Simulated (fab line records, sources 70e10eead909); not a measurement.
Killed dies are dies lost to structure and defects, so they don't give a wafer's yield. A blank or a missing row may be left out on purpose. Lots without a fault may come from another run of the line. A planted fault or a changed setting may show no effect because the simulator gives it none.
Which tool did it? | flow nand_harc | 24 lots, 72 wafers sampled, at 5 steps of a route of 1302

WHAT THE GAUGES READ, wafer by wafer
NHARC_A_WL_FILL_INSPECT_15. Usual: raw_defect_count 449, standard deviation 89.
lot  | measured     | on                | raw_defect_count | flag
L075 | day 20 21:38 | defect_inspect-02 | 362 415 415      |
L074 | day 21 12:06 | defect_inspect-01 | 327 355 295      |
L076 | day 21 22:08 | defect_inspect-01 | 366 493 485      |
L077 | day 22 06:19 | defect_inspect-01 | 402 492 676      |
L079 | day 22 15:55 | defect_inspect-02 | 367 391 377      |
L078 | day 22 15:37 | defect_inspect-02 | 446 430 335      |
L082 | day 24 06:01 | defect_inspect-02 | 469 358 647      |
L081 | day 24 06:11 | defect_inspect-01 | 420 413 533      |
L080 | day 24 08:44 | defect_inspect-02 | 477 442 478      |
L083 | day 24 15:13 | defect_inspect-01 | 369 316 454      |
L084 | day 26 00:34 | defect_inspect-01 | 380 397 490      |
L085 | day 26 10:18 | defect_inspect-01 | 442 431 474      |
L087 | day 26 10:27 | defect_inspect-01 | 403 395 371      |
L086 | day 26 10:09 | defect_inspect-02 | 429 423 372      |
L089 | day 27 01:02 | defect_inspect-02 | 457 454 502      |
L088 | day 27 04:33 | defect_inspect-02 | 433 538 388      |
L092 | day 27 18:19 | defect_inspect-02 | 354 438 498      |
L090 | day 27 20:57 | defect_inspect-01 | 392 404 689      |
L091 | day 28 04:12 | defect_inspect-01 | 517 436 542      |
L093 | day 29 13:39 | defect_inspect-01 | 448 374 574      |
L095 | day 29 18:14 | defect_inspect-01 | 585 465 474      |
L094 | day 29 21:59 | defect_inspect-02 | 393 355 511      |
L097 | day 29 21:59 | defect_inspect-01 | 590 559 596      |
L096 | day 30 13:16 | defect_inspect-02 | 405 389 441      |

NHARC_A_CONTACT_INSPECT_44. Usual: raw_defect_count 83, standard deviation 35.
lot  | measured     | on                | raw_defect_count | flag
L075 | day 21 03:35 | defect_inspect-01 | 98 115 91        |
L074 | day 21 22:43 | defect_inspect-01 | 17 16 15         |
L076 | day 22 03:47 | defect_inspect-02 | 55 63 71         |
L077 | day 22 12:04 | defect_inspect-01 | 118 120 107      |
L079 | day 23 02:16 | defect_inspect-02 | 64 68 50         |
L078 | day 23 01:17 | defect_inspect-02 | 107 91 104       |
L082 | day 24 11:50 | defect_inspect-01 | 28 28 27         |
L081 | day 24 12:52 | defect_inspect-01 | 118 106 124      |
L080 | day 24 15:50 | defect_inspect-02 | 134 117 119      |
L083 | day 24 21:03 | defect_inspect-01 | 109 95 121       |
L084 | day 26 06:17 | defect_inspect-02 | 74 69 74         |
L085 | day 26 17:44 | defect_inspect-01 | 122 127 107      |
L087 | day 26 20:09 | defect_inspect-02 | 57 51 44         |
L086 | day 26 15:54 | defect_inspect-02 | 109 103 127      |
L089 | day 27 08:37 | defect_inspect-02 | 145 144 145      |
L088 | day 27 13:04 | defect_inspect-02 | 17 18 16         |
L092 | day 28 00:01 | defect_inspect-02 | 101 120 97       |
L090 | day 28 04:11 | defect_inspect-01 | 75 56 57         |
L091 | day 28 09:53 | defect_inspect-01 | 111 114 99       |
L093 | day 29 19:26 | defect_inspect-02 | 78 69 70         |
L095 | day 30 00:09 | defect_inspect-01 | 77 66 70         |
L094 | day 30 05:02 | defect_inspect-02 | 32 38 35         |
L097 | day 30 04:26 | defect_inspect-01 | 92 90 85         |
L096 | day 30 23:10 | defect_inspect-01 | 104 106 107      |

WHICH TOOL RAN EACH LOT (tool, then ch and the chambers of the sampled wafers, then the start)
lot  | NHARC_A_WL_FILL_RTA_01           | NHARC_A_WL_FILL_ALD_19              | NHARC_A_WL_FILL_CMP_12
L075 | rtp_anneal-01 ch 0, day 20 03:26 | ald_metal-03 ch 0,1,3, day 20 20:46 | cmp-03 ch 0,1,2, day 20 21:08
L074 | rtp_anneal-01 ch 0, day 20 17:49 | ald_metal-02 ch 0,1, day 21 11:12   | cmp-04 ch 0,1,2, day 21 11:38
L076 | rtp_anneal-02 ch 0, day 21 04:12 | ald_metal-01 ch 0,1,2, day 21 21:21 | cmp-03 ch 1,2, day 21 21:42
L077 | rtp_anneal-02 ch 0, day 21 12:25 | ald_metal-01 ch 0,1,3, day 22 05:30 | cmp-01 ch 0,3, day 22 05:52
L079 | rtp_anneal-02 ch 0, day 21 20:44 | ald_metal-02 ch 1,3, day 22 14:37   | cmp-01 ch 0,3, day 22 15:26
L078 | rtp_anneal-01 ch 0, day 21 20:56 | ald_metal-03 ch 1,2,3, day 22 14:38 | cmp-01 ch 0,1,3, day 22 15:11
L082 | rtp_anneal-02 ch 0, day 23 09:52 | ald_metal-01 ch 0,1,2, day 24 04:49 | cmp-01 ch 0,2,3, day 24 05:33
L081 | rtp_anneal-02 ch 0, day 23 10:02 | ald_metal-02 ch 1,2,3, day 24 04:46 | cmp-04 ch 1,2,3, day 24 05:43
L080 | rtp_anneal-01 ch 0, day 23 14:33 | ald_metal-03 ch 1,2, day 24 07:44   | cmp-01 ch 0,2,3, day 24 08:18
L083 | rtp_anneal-02 ch 0, day 23 19:53 | ald_metal-01 ch 0,1,2, day 24 14:20 | cmp-04 ch 0,2,3, day 24 14:45
L084 | rtp_anneal-01 ch 0, day 25 05:43 | ald_metal-01 ch 2,3, day 25 23:44   | cmp-03 ch 2,3, day 26 00:06
L085 | rtp_anneal-02 ch 0, day 25 14:10 | ald_metal-02 ch 1,2,3, day 26 09:20 | cmp-03 ch 0,1,3, day 26 09:53
L087 | rtp_anneal-01 ch 0, day 25 14:12 | ald_metal-01 ch 1,2, day 26 09:18   | cmp-03 ch 0,1,3, day 26 09:59
L086 | rtp_anneal-01 ch 0, day 25 18:01 | ald_metal-03 ch 0,1,3, day 26 09:19 | cmp-03 ch 1,3, day 26 09:41
L089 | rtp_anneal-01 ch 0, day 26 06:06 | ald_metal-01 ch 0,2, day 27 00:07   | cmp-01 ch 0,1,3, day 27 00:34
L088 | rtp_anneal-01 ch 0, day 26 11:06 | ald_metal-02 ch 0,2,3, day 27 03:45 | cmp-01 ch 0,2,3, day 27 04:05
L092 | rtp_anneal-01 ch 0, day 26 22:01 | ald_metal-02 ch 0,2, day 27 17:13   | cmp-01 ch 1,2,3, day 27 17:53
L090 | rtp_anneal-01 ch 0, day 27 01:50 | ald_metal-01 ch 0,1, day 27 19:45   | cmp-03 ch 0,2,3, day 27 20:29
L091 | rtp_anneal-01 ch 0, day 27 10:46 | ald_metal-02 ch 0,1,2, day 28 03:22 | cmp-04 ch 0,2, day 28 03:45
L093 | rtp_anneal-01 ch 0, day 28 17:14 | ald_metal-01 ch 0,2,3, day 29 12:49 | cmp-01 ch 0,1,2, day 29 13:11
L095 | rtp_anneal-02 ch 0, day 29 00:11 | ald_metal-02 ch 0,2, day 29 17:23   | cmp-03 ch 0,2, day 29 17:46
L094 | rtp_anneal-01 ch 0, day 29 04:35 | ald_metal-02 ch 0,1,2, day 29 21:08 | cmp-03 ch 0,2,3, day 29 21:31
L097 | rtp_anneal-02 ch 0, day 29 04:48 | ald_metal-03 ch 0,1, day 29 21:07   | cmp-01 ch 0,1,3, day 29 21:32
L096 | rtp_anneal-02 ch 0, day 29 19:37 | ald_metal-03 ch 0,2,3, day 30 12:28 | cmp-01 ch 1,2,3, day 30 12:50
- NHARC_A_WL_FILL_RTA_01: time 5 s.
- NHARC_A_WL_FILL_ALD_19: deposits TiN, target thk 2 nm, pulse time 3 s, ald cycles 100.
- NHARC_A_WL_FILL_CMP_12: polishes, t overpolish 30 s, target thk 100 nm.

WHAT THE TOOLS THEMSELVES READ (means of the sampled wafers that have a number; where no wafer has one, the mark that the record gives instead)
NHARC_A_WL_FILL_RTA_01. Usual: anneal_temp_c_max 1006.1, standard deviation 1.2; lamp_power_pct 32 %, standard deviation 5; lamp_zone_7_pct 33 %, standard deviation 5.1; wafer_temp_C_max 1006.0, standard deviation 1.2.
lot  | tool          | anneal_temp_c_max | lamp_power_pct (%) | lamp_zone_7_pct (%) | wafer_temp_C_max | flag
L075 | rtp_anneal-01 | 1005.8            | 36                 | 37                  | 1007.5           |
L074 | rtp_anneal-01 | 1006.0            | 37                 | 37                  | 1006.8           |
L076 | rtp_anneal-02 | 1006.7            | 26                 | 27                  | 1005.8           |
L077 | rtp_anneal-02 | 1006.2            | 26                 | 27                  | 1005.1           |
L079 | rtp_anneal-02 | 1006.0            | 26                 | 27                  | 1005.2           |
L078 | rtp_anneal-01 | 1006.3            | 36                 | 37                  | 1006.1           |
L082 | rtp_anneal-02 | 1007.6            | 26                 | 27                  | 1006.1           |
L081 | rtp_anneal-02 | 1005.9            | 26                 | 27                  | 1005.2           |
L080 | rtp_anneal-01 | 1006.1            | 37                 | 37                  | 1005.1           |
L083 | rtp_anneal-02 | 1006.4            | 26                 | 27                  | 1004.5           |
L084 | rtp_anneal-01 | 1005.3            | 36                 | 37                  | 1007.9           |
L085 | rtp_anneal-02 | 1007.6            | 26                 | 27                  | 1005.0           |
L087 | rtp_anneal-01 | 1006.0            | 37                 | 37                  | 1005.9           |
L086 | rtp_anneal-01 | 1005.7            | 36                 | 37                  | 1006.6           |
L089 | rtp_anneal-01 | 1004.6            | 37                 | 37                  | 1005.7           |
L088 | rtp_anneal-01 | 1004.9            | 37                 | 37                  | 1005.6           |
L092 | rtp_anneal-01 | 1005.8            | 36                 | 37                  | 1007.8           |
L090 | rtp_anneal-01 | 1005.6            | 36                 | 37                  | 1005.2           |
L091 | rtp_anneal-01 | 1005.8            | 36                 | 37                  | 1006.5           |
L093 | rtp_anneal-01 | 1006.9            | 36                 | 37                  | 1006.0           |
L095 | rtp_anneal-02 | 1006.6            | 26                 | 27                  | 1005.7           |
L094 | rtp_anneal-01 | 1005.7            | 37                 | 37                  | 1006.4           |
L097 | rtp_anneal-02 | 1007.1            | 26                 | 27                  | 1005.3           |
L096 | rtp_anneal-02 | 1006.5            | 26                 | 27                  | 1007.0           |

NHARC_A_WL_FILL_ALD_19. Usual: heater_power_w 1119 W, standard deviation 92; precursor_pulse_height_rel 1.000, standard deviation 0.02.
lot  | tool         | heater_power_w (W) | precursor_pulse_height_rel | flag
L075 | ald_metal-03 | 1042               | 1.004                      |
L074 | ald_metal-02 | 1177               | 0.983                      |
L076 | ald_metal-01 | 1102               | 0.996                      |
L077 | ald_metal-01 | 1046               | 0.992                      |
L079 | ald_metal-02 | 1129               | 0.986                      |
L078 | ald_metal-03 | 1062               | 0.996                      |
L082 | ald_metal-01 | 1078               | 0.994                      |
L081 | ald_metal-02 | 1163               | 0.978                      |
L080 | ald_metal-03 | 1121               | 1.013                      |
L083 | ald_metal-01 | 1084               | 1.012                      |
L084 | ald_metal-01 | 1150               | 0.993                      |
L085 | ald_metal-02 | 1174               | 0.999                      |
L087 | ald_metal-01 | 1150               | 1.001                      |
L086 | ald_metal-03 | 1070               | 0.986                      |
L089 | ald_metal-01 | 1067               | 0.995                      |
L088 | ald_metal-02 | 1141               | 1.013                      |
L092 | ald_metal-02 | 1177               | 1.010                      |
L090 | ald_metal-01 | 1030               | 0.996                      |
L091 | ald_metal-02 | 1226               | 1.000                      |
L093 | ald_metal-01 | 1113               | 0.994                      |
L095 | ald_metal-02 | 1181               | 1.008                      |
L094 | ald_metal-02 | 1229               | 1.019                      |
L097 | ald_metal-03 | 1091               | 1.002                      |
L096 | ald_metal-03 | 1058               | 1.003                      |

NHARC_A_WL_FILL_CMP_12. Usual: motor_current_A 12.0 A, standard deviation 1.5; overpolish_run_s 29.999 s, standard deviation 0.0084; time_to_endpoint_s 19 s, standard deviation 3.2.
lot  | tool   | motor_current_A (A) | overpolish_run_s (s) | time_to_endpoint_s (s) | flag
L075 | cmp-03 | 11.4                | 29.994               | 17                     |
L074 | cmp-04 | 11.8                | 29.998               | 17                     |
L076 | cmp-03 | 11.4                | 30.006               | 18                     |
L077 | cmp-01 | 13.2                | 30.004               | 19                     |
L079 | cmp-01 | 12.3                | 30.005               | 18                     |
L078 | cmp-01 | 13.3                | 30.001               | 17                     |
L082 | cmp-01 | 12.5                | 29.998               | 14                     |
L081 | cmp-04 | 12.9                | 29.989               | 20                     |
L080 | cmp-01 | 12.3                | 30.000               | 17                     |
L083 | cmp-04 | 11.3                | 29.999               | 20                     |
L084 | cmp-03 | 10.5                | 29.999               | 18                     |
L085 | cmp-03 | 11.2                | 29.994               | 24                     |
L087 | cmp-03 | 11.4                | 30.000               | 24                     |
L086 | cmp-03 | 11.2                | 29.991               | 22                     |
L089 | cmp-01 | 13.3                | 29.997               | 20                     |
L088 | cmp-01 | 12.6                | 29.992               | 17                     |
L092 | cmp-01 | 11.8                | 29.991               | 21                     |
L090 | cmp-03 | 10.7                | 30.005               | 20                     |
L091 | cmp-04 | 10.4                | 30.007               | 20                     |
L093 | cmp-01 | 13.2                | 29.995               | 17                     |
L095 | cmp-03 | 11.4                | 29.991               | 22                     |
L094 | cmp-03 | 11.1                | 30.003               | 21                     |
L097 | cmp-01 | 13.5                | 29.998               | 19                     |
L096 | cmp-01 | 12.5                | 29.988               | 20                     |

THE ANSWER, worked out from the rows above alone
Rule: a lot is off if the mean of its wafers that have a number lies more than 3 standard deviations from the usual mean. A lot without any number at a reading at which 4 lots or more have one is off too. The other lots that the step has rows for count as sound. The gauges are gone through in route order, then the tools' own readings, and for those a lot's mean is taken as printed above. The first step at which some lot is off is used, and at that step the reading that is off furthest; a lot without a number counts as furthest.
No lot is off at any reading shown: from this, nothing can be told.

WHAT THE SIMULATOR HAD PUT IN
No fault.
